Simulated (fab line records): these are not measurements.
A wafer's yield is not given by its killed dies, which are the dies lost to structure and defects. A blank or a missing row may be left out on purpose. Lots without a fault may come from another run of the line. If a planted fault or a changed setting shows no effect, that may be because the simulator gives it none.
Chamber matching	flow n5-finfet	N5_SDB_DESCUM_16 on rie-diel-06: 4 sister chambers
The step chemistry O2, time 7.9 s. 4 wafers are shown with their chamber, then 8 later ones without.

## WAFERS PAIRED WITH THEIR CHAMBERS
wafer	chamber	drypump-motor-current-A (A)
L090.3	1	5.8
L090.6	3	6.0
L091.6	2	5.0
L095.2	0	5.8

## WAFERS WITHOUT THEIR CHAMBER
wafer	drypump-motor-current-A (A)
L095.3	6.0
L095.4	4.9
L097.1	5.8
L097.2	6.0
L097.3	5.8
L097.4	6.0
L097.5	5.8
L097.6	5.8

## EACH ONE'S CHAMBER
wafer	from the rows above	in truth
L095.3	3	3
L095.4	2	2
L097.1	can't be placed: 0 or 1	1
L097.2	3	3
L097.3	can't be placed: 0 or 1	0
L097.4	3	3
L097.5	can't be placed: 0 or 1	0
L097.6	can't be placed: 0 or 1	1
Placed correctly: 4 of 8. Can't be placed from these rows: 4 (the true chamber is among the candidates in 4). Wrongly placed: 0.
How it was worked out, from the rows above alone: a wafer's distance from a chamber is the root of the sum, over the readings, of the square of ((its reading less the chamber's mean) divided by the reading's scatter). The wafer belongs to the nearest chamber; if the next one is less than 2 further off, it can't be placed. The mean given for a chamber averages the wafers shown for that chamber. The scatter: root of mean squared gap, hidden wafer to nearest shown wafer, with one shown wafer a chamber.
